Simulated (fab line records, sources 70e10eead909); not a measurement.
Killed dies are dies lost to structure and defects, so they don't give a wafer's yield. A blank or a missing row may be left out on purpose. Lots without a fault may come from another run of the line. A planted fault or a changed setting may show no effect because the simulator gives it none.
Tool commonality check | flow nand_harc | 11 lots, 33 wafers sampled

WHY IT WAS OPENED
At NHARC_END_SORT_01 the reading killed_at_array is flagged on 2 of 11 lots. Wafers without a fault read 55, standard deviation 19.
Rule: a lot is flagged when every wafer of it that has a number lies more than 4 standard deviations from that mean, or none has a number. The other lots count as sound.

lot  | measured     | on        | killed_at_array, wafer by wafer | flag
L650 | day 24 18:49 | prober-02 | 72 76 86                        |
L649 | day 25 03:56 | prober-01 | 28 20 20                        |
L652 | day 26 01:07 | prober-02 | 49 46 59                        |
L653 | day 26 10:22 | prober-01 | 43 46 43                        |
L655 | day 26 23:56 | prober-01 | 42 53 41                        |
L660 | day 29 16:59 | prober-02 | 627 636 641                     | FLAGGED
L659 | day 29 17:01 | prober-01 | 659 619 593                     | FLAGGED
L667 | day 31 15:01 | prober-01 | 69 80 76                        |
L670 | day 32 21:05 | prober-02 | 66 62 61                        |
L671 | day 33 07:47 | prober-01 | 65 61 70                        |
L672 | day 34 20:26 | prober-02 | 20 40 22                        |
The numbers of the flagged lots are 629 on average: +574 against the usual, or +30 standard deviations.

WHICH TOOL RAN EACH LOT
The record holds 4 process steps before the reading, out of a route of 1302 steps. In each cell: the tool, then ch and the chambers that the sampled wafers went through, then the start.
lot  | flag    | NHARC_A_CHANNEL_HOLE_D1_ETCH_25  | NHARC_A_CHANNEL_HOLE_D1_ETCH_26  | NHARC_A_CHANNEL_FILL_D1_ETCHBACK_20 | NHARC_A_CHANNEL_FILL_D1_STRIP_28
L650 |         | har_etch-02 ch 0, day 9 08:14    | har_etch-02 ch 0, day 9 09:32    | rie_diel-02 ch 0,2,3, day 10 10:10  | rie_diel-02 ch 0,1, day 10 10:28
L649 |         | har_etch-01 ch 1, day 9 06:04    | har_etch-01 ch 1, day 9 06:49    | rie_diel-13 ch 1,3, day 10 10:08    | rie_diel-13 ch 0,2,3, day 10 10:14
L652 |         | har_etch-02 ch 0, day 10 09:23   | har_etch-02 ch 0, day 10 10:09   | rie_diel-02 ch 0,1,3, day 11 15:44  | rie_diel-02 ch 0,1, day 11 15:49
L653 |         | har_etch-01 ch 0,1, day 10 04:22 | har_etch-01 ch 0,1, day 10 05:02 | rie_diel-02 ch 0,3, day 11 07:19    | rie_diel-02 ch 0,2,3, day 11 07:25
L655 |         | har_etch-01 ch 0,1, day 11 08:05 | har_etch-01 ch 0,1, day 11 08:59 | rie_diel-02 ch 0,1, day 12 11:10    | rie_diel-02 ch 0,1, day 12 11:16
L660 | FLAGGED | har_etch-02 ch 0,1, day 13 07:06 | har_etch-02 ch 0,1, day 13 07:45 | rie_diel-02 ch 0,2,3, day 14 11:05  | rie_diel-02 ch 0,3, day 14 11:10
L659 | FLAGGED | har_etch-01 ch 0,1, day 13 02:17 | har_etch-01 ch 0,1, day 13 02:56 | rie_diel-02 ch 0,1,2, day 14 07:21  | rie_diel-02 ch 0,1,3, day 14 07:25
L667 |         | har_etch-02 ch 0,1, day 16 02:25 | har_etch-02 ch 0,1, day 16 03:19 | rie_diel-13 ch 2,3, day 17 10:07    | rie_diel-13 ch 1,2,3, day 17 10:13
L670 |         | har_etch-01 ch 0,1, day 17 09:38 | har_etch-01 ch 0,1, day 17 10:32 | rie_diel-13 ch 0,1,2, day 18 13:10  | rie_diel-13 ch 0,1,2, day 18 13:16
L671 |         | har_etch-01 ch 0,1, day 17 21:47 | har_etch-01 ch 0,1, day 17 22:40 | rie_diel-13 ch 0,2, day 19 01:00    | rie_diel-13 ch 0,3, day 19 01:07
L672 |         | har_etch-02 ch 0,1, day 18 11:13 | har_etch-02 ch 0,1, day 18 11:59 | rie_diel-13 ch 1,2, day 19 12:34    | rie_diel-13 ch 0,1, day 19 12:40
What these steps do:
- NHARC_A_CHANNEL_HOLE_D1_ETCH_25: etches the open film in C4F8/O2/Ar, time 1040.2 s, target depth 1500 nm.
- NHARC_A_CHANNEL_HOLE_D1_ETCH_26: etches the open film in C4F8/O2/Ar, time 224.1 s, target depth 300 nm.
- NHARC_A_CHANNEL_FILL_D1_ETCHBACK_20: etches the open film in C4F8/O2/Ar, target depth 27 nm, time 13.5 s.
- NHARC_A_CHANNEL_FILL_D1_STRIP_28: strips in O2, time 20 s.
- NHARC_END_SORT_01

FLAGGED OVER TOTAL, TOOL BY TOOL (the gauges that took the reading come last)
step                                | tool        | lots run | flagged | share of the flagged lots | sound lots run after its first flagged lot
NHARC_A_CHANNEL_HOLE_D1_ETCH_25     | har_etch-01 | 6        | 1       | some                      | 2 (L670,L671)
NHARC_A_CHANNEL_HOLE_D1_ETCH_25     | har_etch-02 | 5        | 1       | some                      | 2 (L667,L672)
NHARC_A_CHANNEL_HOLE_D1_ETCH_26     | har_etch-01 | 6        | 1       | some                      | 2 (L670,L671)
NHARC_A_CHANNEL_HOLE_D1_ETCH_26     | har_etch-02 | 5        | 1       | some                      | 2 (L667,L672)
NHARC_A_CHANNEL_FILL_D1_ETCHBACK_20 | rie_diel-02 | 6        | 2       | all                       | 0
NHARC_A_CHANNEL_FILL_D1_ETCHBACK_20 | rie_diel-13 | 5        | 0       | none                      | -
NHARC_A_CHANNEL_FILL_D1_STRIP_28    | rie_diel-02 | 6        | 2       | all                       | 0
NHARC_A_CHANNEL_FILL_D1_STRIP_28    | rie_diel-13 | 5        | 0       | none                      | -
NHARC_END_SORT_01                   | prober-01   | 6        | 1       | some                      | 2 (L667,L671)
NHARC_END_SORT_01                   | prober-02   | 5        | 1       | some                      | 2 (L670,L672)

WHAT THE TABLE ALLOWS
2 rows of the table ran every flagged lot: rie_diel-02 at NHARC_A_CHANNEL_FILL_D1_ETCHBACK_20, rie_diel-02 at NHARC_A_CHANNEL_FILL_D1_STRIP_28.
- rie_diel-02 at NHARC_A_CHANNEL_FILL_D1_ETCHBACK_20: 2 of its 6 lots flagged. Its last sound lot is L655 (day 12 11:10), its first flagged lot L659 (day 14 07:21): a fault that began between those two fits. Its own readings lie more than 4 standard deviations out on every wafer of the flagged lots: run_length_s.
- rie_diel-02 at NHARC_A_CHANNEL_FILL_D1_STRIP_28: 2 of its 6 lots flagged. Its last sound lot is L655 (day 12 11:16), its first flagged lot L659 (day 14 07:25): a fault that began between those two fits.
One tool is left: rie_diel-02 at NHARC_A_CHANNEL_FILL_D1_ETCHBACK_20 and NHARC_A_CHANNEL_FILL_D1_STRIP_28.

WHAT THE SIMULATOR HAD PUT IN
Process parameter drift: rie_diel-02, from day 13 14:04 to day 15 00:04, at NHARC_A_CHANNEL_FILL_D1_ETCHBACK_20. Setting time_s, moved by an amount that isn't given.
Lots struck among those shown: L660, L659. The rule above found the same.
